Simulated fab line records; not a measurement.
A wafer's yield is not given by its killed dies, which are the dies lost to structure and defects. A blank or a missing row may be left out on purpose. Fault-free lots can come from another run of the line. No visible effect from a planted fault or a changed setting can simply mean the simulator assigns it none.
fab line records	flow n5-finfet
[record] lots = 6	wafers = 18	last-day = 20
route steps=1938 shown HKMG_FIN@445 GATE_CUT@465 PASSIVATION@1936
lots with no fault: from the same line, run without faults
start-h: the number of hours between the record's first day and the start of the first shown wafer of the lot	wait-h: hours from the lot's prior step to this one	" same as the row above	L1.1+2: one row covering several wafers at once	- no value present, or no start provided	* or withheld: withheld	< > ~ a bound
route shown NAME@n: names a module that has steps shown in the file, with the first one's number in the route	usual: mean/standard deviation taken from wafers without a fault	same: alike in all rows	chamber/n: place in a boat	sites: per-site readings	_std_site: standard deviation of those values	_edge_site: the outer-site mean with the inner-site mean subtracted	radius-mm: for every site, how far away it sits from the centre of the wafer	mask NAME#n: copy n	behind: the last tool/chamber to shape the wafer	hold: why the lot went on hold/how many hours it stayed there/how the hold came to an end	device: which transistor (n, p or np) failed to switch	end of line: the route-end tests of the same wafers	a step without rows: its recipe alone	killed: not the wafer's yield, but the dies lost to structure and defects at the first sort	map: dies across one wafer; x = killed, . = not, _ = none there
set.NAME: setting as actually run; set.NAME@STEP: the setting as run at that earlier step	model.NAME: the simulator's own value behind a step, which no gauge read
a table for each step, a row for each wafer; lots at some steps of the route
services: the hour from which a tool's chamber was out of use, counted from the record's first day as start-h (under 0 if before that day), plus the number of hours and why
[[steps]]
[step N5_HKMG_FIN_STRIP_89]
[recipe] chemistry = N2/H2	material = SOC	time-s = 20	power-w = 500	temp-c = 40	pressure-mtorr = 50	rf-frequency-hz = 6e+07	bias-power-w = 8	h2-frac = 0.5	n2-flow-sccm = 300	h2-flow-sccm = 300
[step N5_HKMG_FIN_WET_ETCH_87]
[recipe] chemistry = SC1	target = TiN	mix = 1:2:40	temp-c = 50	time-s = 154.2	target-depth-nm = 4.7	dry = ipa-marangoni	rinse-time-s = 30	rinse-temp-c = 23
[step N5_HKMG_FIN_STRIP_88]
[recipe] chemistry = N2/H2	power-w = 2500	temp-c = 300	h2-frac = 0.65	time-s = 360	pressure-mtorr = withheld	n2-flow-sccm = 1750	h2-flow-sccm = 3250
[step N5_HKMG_FIN_NWFM_ALD_20]
[recipe] material = TiAlC	target-thk-a = 20	temp-c = 300	ald-precursor-family = TiCl4	ald-co-reactant = TEA	pulse-time-s = 3	purge-time-s = 2	co-reactant-purge-time-s = 2	co-reactant-pulse-time-s = 10	ald-cycles = 7	pressure-torr = 3
[step N5_HKMG_FIN_ALD_71]
[recipe] material = TiN	target-thk-a = 10	temp-c = 400	ald-precursor-family = TiCl4	ald-co-reactant = NH3	pulse-time-s = 1	purge-time-s = 3	co-reactant-purge-time-s = 2	co-reactant-pulse-time-s = 2	ald-cycles = 47	pressure-torr = 3
[step N5_HKMG_FIN_COAT_66]
[recipe] resist = SOC	temp-c = 250	time-s = 60	spin-rpm = 1500	resist-thk-nm = 300
[step N5_HKMG_FIN_ETCH_67]
[recipe] chemistry = N2/H2	target = SOC	target-depth-a = 3889	stop-on = TiN	ion-energy-ev = 100	bias-w = 61	pressure-mtorr = 30	source-w = 850	n2-flow-sccm = 200	h2-flow-sccm = 200
[step N5_HKMG_FIN_STRIP_90]
[recipe] chemistry = N2/H2	material = SOC	time-s = 20	power-w = 500	temp-c = 40	pressure-mtorr = 50	rf-frequency-hz = 6e+07	bias-power-w = 8	h2-frac = 0.5	n2-flow-sccm = 300	h2-flow-sccm = 300
[usual] bias-power-w = 8.001/0.023	drypump-motor-current-A = 5.8/0.52	oes-product-au = 0.79/0.073	rf-fwd-power-W = 497.1/1.8	rf-vpp-V = 54.2/0.83	showerhead-plenum-p-Torr = 3.38/0.08	throttle-valve-pct = 19.13/0.24
lot.wafer	tool	chamber	start-h	wait-h	bias-power-w	drypump-motor-current-A	oes-product-au	rf-fwd-power-W	rf-hours-counter-h	rf-vpp-V	showerhead-plenum-p-Torr	throttle-valve-pct
L529.2	rie-diel-01	0	109.23	0.0	8.024	6.5	0.89	501.4	27	55.6	3.30	18.94
L529.4	"	2	"	"	7.994	5.0	0.71	495.7	217	53.7	3.45	18.72
L529.6	"	3	"	"	8.002	5.2	0.80	495.5	-	55.0	3.40	19.14
L533.1	rie-diel-01	2	130.98	0.0	7.988	5.0	0.69	498.5	226	54.6	3.44	18.74
L533.2	"	0	"	"	8.036	6.5	0.90	495.6	34	54.5	3.29	18.94
L533.6	"	0	"	"	8.014	6.5	0.89	496.1	-	52.5	3.29	18.96
L542.3	rie-diel-04	3	184.97	0.0	7.991	5.5	0.91	496.2	22	52.4	3.43	19.14
L542.4	"	1	"	"	8.007	6.3	0.67	494.1	-	54.6	3.30	19.05
L542.5	"	3	"	"	8.033	5.5	0.91	494.1	-	54.1	3.43	19.15
L544.4	rie-diel-05	2	210.49	0.0	8.017	6.1	0.73	498.8	204	54.6	3.47	19.18
L544.5	"	3	"	"	8.036	6.0	0.82	498.7	-	54.8	3.24	19.06
L544.6	"	0	"	"	8.014	5.7	0.82	498.6	-	54.1	3.54	19.35
L545.1	rie-diel-04	0	210.87	0.0	8.014	6.2	0.91	499.6	8	55.5	3.44	18.65
L545.2	"	2	"	"	7.999	5.6	0.70	498.1	193	54.4	3.33	19.55
L545.3	"	3	"	"	8.005	5.5	0.89	494.9	31	54.5	3.43	19.17
L546.1	rie-diel-01	3	221.26	0.0	8.017	5.2	0.76	497.2	143	53.8	3.38	19.20
L546.4	"	3	"	"	7.989	5.2	0.76	495.0	-	55.1	3.38	19.21
L546.5	"	0	"	"	8.000	6.5	0.85	497.1	-	53.1	3.28	19.00
[step N5_HKMG_FIN_WET_ETCH_73]
[recipe] chemistry = SC1	mix = 1:2:40	temp-c = 50	time-s = 42.3	target-depth-nm = 1.3	dry = ipa-marangoni	rinse-time-s = 30	rinse-temp-c = 23
[step N5_HKMG_FIN_ETCHBACK_68]
[recipe] chemistry = Cl2/Ar	stop-on = HfO2	target-depth-a = 5	pressure-mtorr = 10	icp-w = 600	bias-w = 60	Cl2_flow_sccm = 40	Ar_flow_sccm = 60
[step N5_HKMG_FIN_STRIP_69]
[recipe] chemistry = N2/H2	power-w = 2500	temp-c = 300	h2-frac = 0.65	time-s = 360	pressure-mtorr = withheld	n2-flow-sccm = 1750	h2-flow-sccm = 3250
[step N5_HKMG_FIN_ALD_21]
[recipe] material = TiN	target-thk-a = 15	temp-c = 400	ald-precursor-family = TiCl4	ald-co-reactant = NH3	pulse-time-s = 1	purge-time-s = 3	co-reactant-purge-time-s = 2	co-reactant-pulse-time-s = 2	ald-cycles = 68	pressure-torr = 3
[step N5_HKMG_FIN_ALD_72]
[recipe] material = W	target-thk-a = 20	temp-c = 300	pressure-torr = 7.5	ald-precursor-family = WF6	ald-co-reactant = B2H6	pulse-time-s = 1	purge-time-s = 2	co-reactant-purge-time-s = 2	co-reactant-pulse-time-s = 3	ald-cycles = 7
[usual] heater-power-w = 482/31	precursor-pulse-height-rel = 0.998/0.021
[same] co-reactant-pulse-time-s = 3
lot.wafer	tool	chamber	start-h	wait-h	heater-power-w	precursor-pulse-height-rel
L529.2	cvd-w-02	0	110.28	0.2	523	1.001
L529.4	"	0	"	"	523	0.958
L529.6	"	1	"	"	497	1.003
L533.1	cvd-w-02	1	132.03	0.2	495	1.040
L533.2	"	0	"	"	531	0.986
L533.6	"	0	"	"	507	1.009
L542.3	cvd-w-01	1	186.04	0.2	457	1.017
L542.4	"	0	"	"	447	0.999
L542.5	"	0	"	"	451	1.007
L544.4	cvd-w-01	1	211.56	0.2	453	0.991
L544.5	"	0	"	"	448	0.999
L544.6	"	1	"	"	454	1.005
L545.1	cvd-w-02	0	211.92	0.2	523	0.984
L545.2	"	1	"	"	498	0.994
L545.3	"	0	"	"	515	1.019
L546.1	cvd-w-01	1	222.30	0.2	451	0.992
L546.4	"	1	"	"	449	0.987
L546.5	"	0	"	"	455	0.997
[step N5_HKMG_FIN_W_FILL_22]
[recipe] material = W	target-thk-a = 600	temp-c = 400	pressure-torr = 39.4	time-s = 18.2
[step N5_HKMG_FIN_PRECLEAN_83]
[recipe] chemistry = DIW	time-s = 57.5	temp-c = 23
[step N5_HKMG_FIN_SRD_84]
[recipe] dry-time-s = 32	dry = n2-spin	spin-rpm = 1500
[step N5_HKMG_FIN_CMP_23]
[recipe] stop-on = SiNx	t-overpolish-s = 10	post-cmp-clean = rinse-only	down-force-psi = 4	platen-rpm = 50.289	pad-velocity-m-s = 1.0006	target-thk-nm = 46.326
[step N5_HKMG_FIN_CMP_94]
[recipe] stop-on = SiNx	post-cmp-clean = w-dilute-nh4oh	t-overpolish-s = 4.7	down-force-psi = 4	platen-rpm = 50.289	pad-velocity-m-s = 1.0006	target-thk-nm = 43.299
[usual] motor-current-A = 11.5/1.6	platen-rpm = 50.29/0.037
[same] t-overpolish-s = 4.7
lot.wafer	tool	chamber	start-h	wait-h	motor-current-A	platen-rpm
L529.2	cmp-03	2	110.93	0.4	13.1	50.30
L529.4	"	1	"	"	11.9	50.34
L529.6	"	2	"	"	14.5	50.29
L533.1	cmp-01	3	132.68	0.4	9.6	50.27
L533.2	"	1	"	"	13.1	50.28
L533.6	"	0	"	"	9.8	50.28
L542.4	cmp-01	0	186.67	0.4	9.8	50.25
L542.3	"	1	"	"	12.4	50.24
L542.5	"	1	"	"	13.2	50.25
L544.4	cmp-03	1	212.27	0.3	11.3	50.30
L544.5	"	0	"	"	9.4	50.25
L544.6	"	1	"	"	10.6	50.34
L545.3	cmp-01	1	212.57	0.4	13.2	50.35
L545.2	"	2	"	"	10.8	50.29
L545.1	"	3	"	"	9.2	50.25
L546.1	cmp-03	1	222.98	0.3	12.1	50.27
L546.4	"	2	"	"	14.2	50.27
L546.5	"	0	"	"	9.6	50.23
[step N5_GATE_CUT_ETCHBACK_00]
[recipe] chemistry = SF6/Cl2	target = W	pressure-mtorr = 8	icp-w = 900	bias-w = 80	SF6_flow_sccm = 40	Cl2_flow_sccm = 60
[usual] drypump-motor-current-A = 5.92/0.12	oes-product-au = 0.80/0.14	rf-fwd-power-W = 895.9/2.9	throttle-valve-pct = 27.4/0.3
lot.wafer	tool	chamber	start-h	wait-h	drypump-motor-current-A	oes-product-au	rf-fwd-power-W	rf-hours-counter-h	throttle-valve-pct
L529.2	rie-metal-03	0	111.20	0.0	5.78	0.59	892.6	146	28.0
L529.4	"	0	"	"	5.78	0.60	897.4	-	28.0
L529.6	"	1	"	"	5.96	0.58	895.0	-	27.5
L533.1	rie-metal-01	1	132.95	0.0	5.93	0.87	893.3	12	27.2
L533.2	"	0	"	"	6.04	0.65	899.3	101	27.1
L533.6	"	0	"	"	6.06	0.65	892.3	-	27.1
L542.3	rie-metal-01	0	186.97	0.1	6.04	0.65	896.4	-	27.1
L542.4	"	1	"	"	5.90	0.85	895.4	-	27.2
L542.5	"	0	"	"	6.05	0.65	893.3	-	27.1
L544.4	rie-metal-02	0	212.54	0.1	6.13	0.79	891.7	-	27.7
L544.5	"	0	"	"	6.11	0.79	898.0	-	27.7
L544.6	"	1	"	"	5.82	0.77	896.3	-	27.2
L545.1	rie-metal-03	1	212.83	0.0	5.95	0.95	894.0	4	27.2
L545.2	"	0	"	"	5.76	0.93	894.5	7	27.7
L545.3	"	0	"	"	5.78	0.92	897.6	-	27.7
L546.1	rie-metal-03	1	223.22	0.0	5.97	0.94	897.7	5	27.2
L546.4	"	1	"	"	5.96	0.94	896.3	-	27.2
L546.5	"	1	"	"	5.96	0.94	896.1	-	27.2
[step N5_GATE_CUT_ETCH_56]
[recipe] chemistry = Cl2/Ar	target = TiN	target-depth-a = 216	pressure-mtorr = 10	icp-w = 600	bias-w = 60	Cl2_flow_sccm = 40	Ar_flow_sccm = 60
[step N5_GATE_CUT_ETCHBACK_30]
[recipe] chemistry = Cl2/Ar	target = TiN	target-depth-a = 30	mode = isotropic	pressure-mtorr = 10	icp-w = 600	bias-w = 60	Cl2_flow_sccm = 40	Ar_flow_sccm = 60
[step N5_GATE_CUT_VAPOR_ETCH_60]
[recipe] chemistry = BCl3/Cl2	target = HfO2	mode = isotropic
[step N5_GATE_CUT_ETCH_58]
[recipe] chemistry = CH3F/O2	target = SiNx	target-depth-a = 170	time-s = 128.6	ion-energy-ev = 50	pressure-mtorr = 30	source-w = 415	bias-w = 21	Ar_flow_sccm = 150	CH3F_flow_sccm = 30	O2_flow_sccm = 20
[usual] CH3F_flow_sccm = 30.00/0.09	drypump-motor-current-A = 5.6/0.46	oes-product-au = 0.78/0.094	rf-fwd-power-W = 413.2/1.4	rf-vpp-V = 98.9/0.92	showerhead-plenum-p-Torr = 1.99/0.075	throttle-valve-pct = 16.38/0.24
lot.wafer	tool	chamber	start-h	wait-h	CH3F_flow_sccm	drypump-motor-current-A	oes-product-au	rf-fwd-power-W	rf-hours-counter-h	rf-vpp-V	showerhead-plenum-p-Torr	throttle-valve-pct
L529.2	rie-diel-03	0	111.60	0.2	30.09	4.8	0.88	411.8	20	99.1	1.97	16.06
L529.4	"	1	"	"	30.04	6.1	0.74	413.3	-	99.3	2.07	16.42
L529.6	"	2	"	"	30.13	5.3	0.72	413.4	-	97.9	1.89	16.51
L533.1	rie-diel-03	0	133.24	0.0	30.04	4.8	0.86	413.2	28	98.6	1.97	16.08
L533.2	"	3	"	"	29.89	5.5	0.99	411.1	1	99.0	2.13	16.02
L533.6	"	2	"	"	30.02	5.3	0.71	412.6	-	100.0	1.89	16.53
L542.3	rie-diel-02	1	187.23	0.0	29.90	6.3	0.89	413.6	26	98.8	2.05	16.06
L542.4	"	2	"	"	29.99	6.0	0.73	412.8	165	100.4	2.08	16.41
L542.5	"	3	"	"	30.25	5.8	0.79	413.1	-	98.2	1.94	16.62
L544.4	rie-diel-03	1	212.79	0.0	30.01	6.0	0.71	413.3	227	100.5	2.06	16.48
L544.5	"	3	"	"	30.04	5.5	0.91	411.7	-	100.7	2.12	16.04
L544.6	"	2	"	"	29.97	5.3	0.69	413.4	-	99.1	1.88	16.57
L545.1	rie-diel-03	3	213.13	0.0	30.06	5.5	0.91	410.7	22	99.8	2.12	16.06
L545.2	"	1	"	"	29.99	6.0	0.72	415.6	227	99.8	2.06	16.47
L545.3	"	0	"	"	29.89	4.8	0.84	417.7	50	99.3	1.96	16.13
L546.1	rie-diel-02	3	223.53	0.1	29.96	5.8	0.79	410.9	101	97.1	1.93	16.63
L546.4	"	0	"	"	30.09	5.6	0.91	414.4	-	99.6	1.96	16.16
L546.5	"	3	"	"	30.08	5.8	0.79	412.9	-	98.4	1.93	16.64
[step N5_GATE_CUT_STRIP_59]
[recipe] chemistry = N2/H2	time-s = 20	power-w = 100	temp-c = 40	pressure-mtorr = 100	rf-frequency-hz = 6e+07	bias-power-w = 3	n2-flow-sccm = 300	h2-flow-sccm = 300
[step N5_GATE_CUT_PRECLEAN_31]
[recipe] temp-c = 23	chemistry = DIW	time-s = 300
[step N5_GATE_CUT_SRD_32]
[recipe] time-s = 30	temp-c = 23	rinse-liquid = diw	dry = ipa-marangoni
[step N5_GATE_CUT_SAC_CAP_01]
[recipe] material = SiNx	target-thk-a = 240	temp-c = 400	ald-precursor-family = SiH2I2	ald-co-reactant = N2/H2-plasma	pulse-time-s = 1	ald-cycles = 480	purge-time-s = 2	co-reactant-purge-time-s = 2	pressure-torr = 2
[step N5_GATE_CUT_PECVD_57]
[recipe] material = SiNx	target-thk-a = 210	temp-c = 400	precursor = SiH4/NH3/N2	pressure-torr = 1.5	rf-w = 300
[step N5_GATE_CUT_CMP_02]
[recipe] stop-on = SiO2	t-overpolish-s = 12.7	post-cmp-clean = alkaline-brush	down-force-psi = 2.5	platen-rpm = 51.8	pad-velocity-m-s = 1.0307	target-thk-nm = 0
[step N5_GATE_CUT_HM_DEP_46]
[recipe] material = SiO2	target-thk-a = 1300	temp-c = 400	precursor = TEOS/O2	pressure-torr = 6.5	rf-w = 900	teos-flow-sccm = 161.4	gas = O2	flow-sccm = 2650	time-s = 26.6
[usual] heater-power-w = 553/80	rf-fwd-power-W = 891/4.2	showerhead-plenum-p-Torr = 8.36/0.036	showerhead-vpp-V = 1899/120	throttle-valve-pct = 18.9/1.2
lot.wafer	tool	chamber	start-h	wait-h	heater-power-w	rf-fwd-power-W	showerhead-plenum-p-Torr	showerhead-vpp-V	throttle-valve-pct
L529.2	pecvd-01	1	114.52	0.0	612	892	8.38	1889	20.9
L529.4	"	1	"	"	626	899	8.41	1885	20.4
L529.6	"	2	"	"	582	885	8.37	1881	18.7
L533.1	pecvd-04	1	137.31	0.0	575	891	8.35	1674	17.7
L533.2	"	2	"	"	466	892	8.30	2000	17.6
L533.6	"	2	"	"	464	894	8.32	1955	17.4
L542.3	pecvd-01	0	190.15	0.0	609	891	8.35	1914	17.6
L542.4	"	2	"	"	527	880	8.38	1877	18.8
L542.5	"	0	"	"	625	890	8.38	1947	17.7
L544.4	pecvd-02	2	215.73	0.1	705	891	8.39	1994	17.9
L544.5	"	0	"	"	525	884	8.29	2094	19.6
L544.6	"	1	"	"	401	891	8.41	1881	20.2
L545.1	pecvd-01	0	217.57	0.0	614	894	8.38	1948	17.8
L545.2	"	1	"	"	720	887	8.41	1890	20.6
L545.3	"	1	"	"	720	891	8.41	1930	20.7
L546.1	pecvd-04	1	226.47	0.0	564	888	8.36	1690	17.9
L546.4	"	0	"	"	556	891	8.37	1784	20.2
L546.5	"	1	"	"	568	889	8.33	1698	17.6
[step N5_GATE_CUT_COAT_34]
[recipe] resist = SOC	temp-c = 250	time-s = 60	spin-rpm = 1500	resist-thk-nm = 60
[step N5_GATE_CUT_COAT_35]
[recipe] resist = SiARC	temp-c = 220	time-s = 60	spin-rpm = 1500	resist-thk-nm = 10
[step N5_GATE_CUT_COAT_27]
[recipe] resist = underlayer	temp-c = 205	time-s = 60	spin-rpm = 1500	resist-thk-nm = 10
[step N5_GATE_CUT_COAT_07]
[recipe] resist = CAR-EUV	spin-rpm = 1500	resist-thk-nm = 30
[step N5_GATE_CUT_EBR_09]
[recipe] solvent = PGMEA	ebr-width-mm = 1.5
[step N5_GATE_CUT_SOFTBAKE_08]
[recipe] temp-c = 110	time-s = 60	resist = CAR-EUV
[step N5_GATE_CUT_EXPOSE_10]
[recipe] mask-id = GATE_CUT	na = 0.33	source-shape = annular	sigma-inner = 0.35	sigma-outer = 0.8	polarization = unpolarized	target-cd-nm = 20	dose-mj = 43.25
[step N5_GATE_CUT_PEB_11]
[recipe] peb-temp-c = 100	peb-time-s = 60	resist = CAR-EUV
[step N5_GATE_CUT_DEVELOP_12]
[recipe] develop-time-s = 30	developer = TMAH	resist = CAR-EUV	rinse-liquid = surfactant-rinse	dry = air-spin	dev-temp-c = 23
[step N5_PASSIVATION_PROBE_49]
[usual] defect-limited-yield = 91.6/1.6	killed_at_M0_to_M3 = 32/9.7	killed_at_M4_up = 13/4.4	killed-at-contacts = 12/6.5	killed-at-front-end = 38/12	killed-at-other = 3.7/3	killed-dies = 99/18	killed-on-rim = 13/3.9	killed-open = 66/14	killed-short = 32/7.5	sort_bin_5_function = 4.9/1	sort_bin_6_memory = 3.2/0.73	sort-n-pass = 1081/18	sort-yield-pct = 91.6/1.6
[same] gross-dies = 1180	killed-at-back-side = 0	sort_bin_4_leakage[%] = 0	sort_bin_8_speed[%] = 0
lot.wafer	tool	chamber	start-h	wait-h	defect-limited-yield[%]	killed_at_M0_to_M3	killed_at_M4_up	killed-at-contacts	killed-at-front-end	killed-at-other	killed-dies	killed-on-rim	killed-open	killed-short	sort_bin_5_function[%]	sort_bin_6_memory[%]	sort-n-pass	sort-yield-pct[%]
L529.6	prober-02	-	302.66	0.3	87.2	31	18	7	93	2	151	30	55	29	8.1	3.7	1029	87.2
L533.1	prober-02	-	408.31	0.0	87.4	23	11	18	96	1	149	28	53	25	8.5	3.1	1031	87.4
L544.4	prober-02	-	449.79	0.2	94.4	14	6	8	38	0	66	9	45	20	3.6	1.9	1114	94.4
L544.5	prober-02	-	449.84	0.2	92.8	19	9	20	35	2	85	10	55	28	4.2	2.6	1095	92.8
L544.6	prober-02	-	449.89	0.3	93.1	18	6	15	35	7	81	14	56	24	4.0	2.8	1099	93.1
// killed by level:class
L529.6 HKMG_FIN:unspecified=67 BEOL_M0_SAQP:geometric-particle:open=7 BEOL_M2:geometric-particle:open=6 BEOL_M3:geometric-particle:open=6 STARTING-WAFER:geometric-particle:open=6 FIN_SAQP:geometric-particle:open=5 BEOL_M5:geometric-particle:open=5 MOL_CONTACT_COAG:geometric-particle:open=4
L533.1 HKMG_FIN:unspecified=69 MOL_CONTACT_COAG:geometric-particle:open=11 STI_FIN_REVEAL:geometric-particle:open=6 BEOL_M1:geometric-particle:open=6 MOL_CONTACT_COAG:geometric-particle:short=5 BEOL_M3:geometric-particle:open=5 FIN_SAQP:geometric-particle:open=4 GATE_CUT:geometric-particle:short=3
L544.4 FIN_SAQP:geometric-particle:open=8 MOL_CONTACT_COAG:geometric-particle:open=8 GATE_CUT:geometric-particle:short=6 DUMMY_GATE:geometric-particle:open=5 FIN_SAQP:geometric-particle:short=4 STI_FIN_REVEAL:geometric-particle:open=4 GATE_CUT:geometric-particle:open=4 BEOL_M0_SAQP:geometric-particle:short=4
L544.5 MOL_CONTACT_COAG:geometric-particle:open=17 DUMMY_GATE:geometric-particle:open=8 FIN_SAQP:geometric-particle:open=7 FIN_SAQP:geometric-particle:short=6 GATE_CUT:geometric-particle:short=4 BEOL_M0_SAQP:geometric-particle:open=4 MOL_CONTACT_COAG:geometric-particle:short=3 GATE_CUT:geometric-particle:open=3
L544.6 MOL_CONTACT_COAG:geometric-particle:open=14 STI_FIN_REVEAL:geometric-particle:open=6 BEOL_M2:geometric-particle:open=6 FIN_SAQP:geometric-particle:short=5 BEOL_M1:geometric-particle:open=5 BEOL_M0:geometric-particle:open=4 DUMMY_GATE:geometric-particle:open=4 GATE_CUT:geometric-particle:short=4
// map L529.6 (x killed, . not)
_________________x...........________________
______________xxxx.x....x......._____________
___________xxxxxx..................__________
__________xxxxxxx............x......_________
________xxxxxxxxx.............x.x..x.._______
_______xxxxxxxxxx....x.................______
______xxxxxxxxxx........x........x......_____
_____.xxxxxxxxxx.x...x...x............x.x____
____.x..xxxx.xx...........................___
___..x...x....x.......................x...x__
___........x.........x.....................__
__x........................................._
__............x....x...x...................._
_............x....x.x......x.....x.x..x......
_..x....x....................................
_............................................
_..............x.x...........................
_...x....x...................................
_...x...x...............x...........x........
_..x.........x.............x...x......x......
_.........................x..................
__x.....x........x.........................._
__..x.........x......x...................x.._
___..x.......x........x..................x.__
___........................................__
____......................................___
_____............x...xx.x............x...____
______.....x......x...............x.x.x._____
_______.......x.x........x.......x...x.______
________............x.x..x.......x...._______
__________..............x........x.._________
___________x..x...x..x......x.x....__________
______________.................._____________
_________________........x...________________
// map L533.1 (x killed, . not)
_________________.x..........________________
______________xxx.x.........x..._____________
___________xxxxxx..........x.......__________
__________xxxxxxxx...............x.._________
________xxxxxxxx.xx..................._______
_______xxxxxxxxxxxx....................______
______xxxxxxxxxxxx.................x...._____
_____xxxxxxxx.................x..........____
____...xx.xxx.x.x.........................___
___........xx.x..............x...x.x......x__
___....xx.x........x.x....................x__
__.........................x................_
__......................x..x.....x.........._
_........x..x................x......x.......x
_...x....................x...................
_..............x.............x.....x...x..x..
_...xx.....x.................................
_.....x..............................x.x.....
_......x.x.........................x.........
_........x...................................
_..........x.x.....x...x...........x....x....
__x..........x......x...............x......._
__.......x....x........x.x.................._
___..........................x..........x..__
___..........................x.............__
____..x....x.......x..x......x..x.........___
_____.......x.........................x..____
______...........x.........x....x.x....._____
_______.xx................x............______
________.....................x.....xx._______
__________.........................._________
___________...x......x.............__________
______________.................._____________
_________________............________________
[[services]]
tool	chamber	start-h	hours	kind
rie-diel-03	1	92.93	14.9	repair
cvd-w-01	1	99.10	9.6	repair
cmp-03	-	113.28	7.0	pm
rie-diel-04	-	119.54	2.3	repair
pecvd-04	-	125.78	0.8	pm
rie-metal-03	-	132.77	14.6	pm
rie-diel-05	-	132.88	14.6	pm
pecvd-02	-	139.06	14.6	pm
cmp-01	-	141.80	2.4	repair
rie-diel-03	1	145.19	1.6	repair
pecvd-01	-	162.71	0.8	repair
cmp-03	-	162.99	4.0	pm
pecvd-01	0	165.33	2.4	repair
rie-diel-04	1	176.16	8.1	repair
rie-diel-03	-	177.21	0.8	repair
rie-metal-01	1	177.48	3.6	repair
pecvd-01	-	181.09	0.6	repair
rie-diel-01	0	182.28	1.9	repair
cmp-03	-	188.84	1.4	repair
rie-diel-01	2	190.80	1.6	repair
rie-metal-01	-	192.91	1.4	pm
rie-diel-02	2	214.00	6.4	repair
rie-diel-04	0	214.62	7.9	repair
rie-diel-02	1	219.30	40.8	repair
[[key]]
[first-sign] step = N5_PASSIVATION_PROBE_49	reading = killed-at-front-end	direction = up	sigmas = 4.7	usual = 38	struck = 94
[effect] step = N5_PASSIVATION_PROBE_49	reading = defect-limited-yield	direction = down	sigmas = 2.8	usual = 91.6	struck = 87.3
[more-kills-born-at] N5_HKMG_FIN_ALD_72@cvd-w-02 = 136
met-at N5_HKMG_FIN_ALD_72
struck-wafers L529.6,L533.1
[fault] kind = chamber-particle-source	tool = cvd-w-02	chamber = 1	onset-h = 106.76	steps = N5_HKMG_FIN_ALD_72	rate-per-visit-cm2 = 0.7014	end-h = 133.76
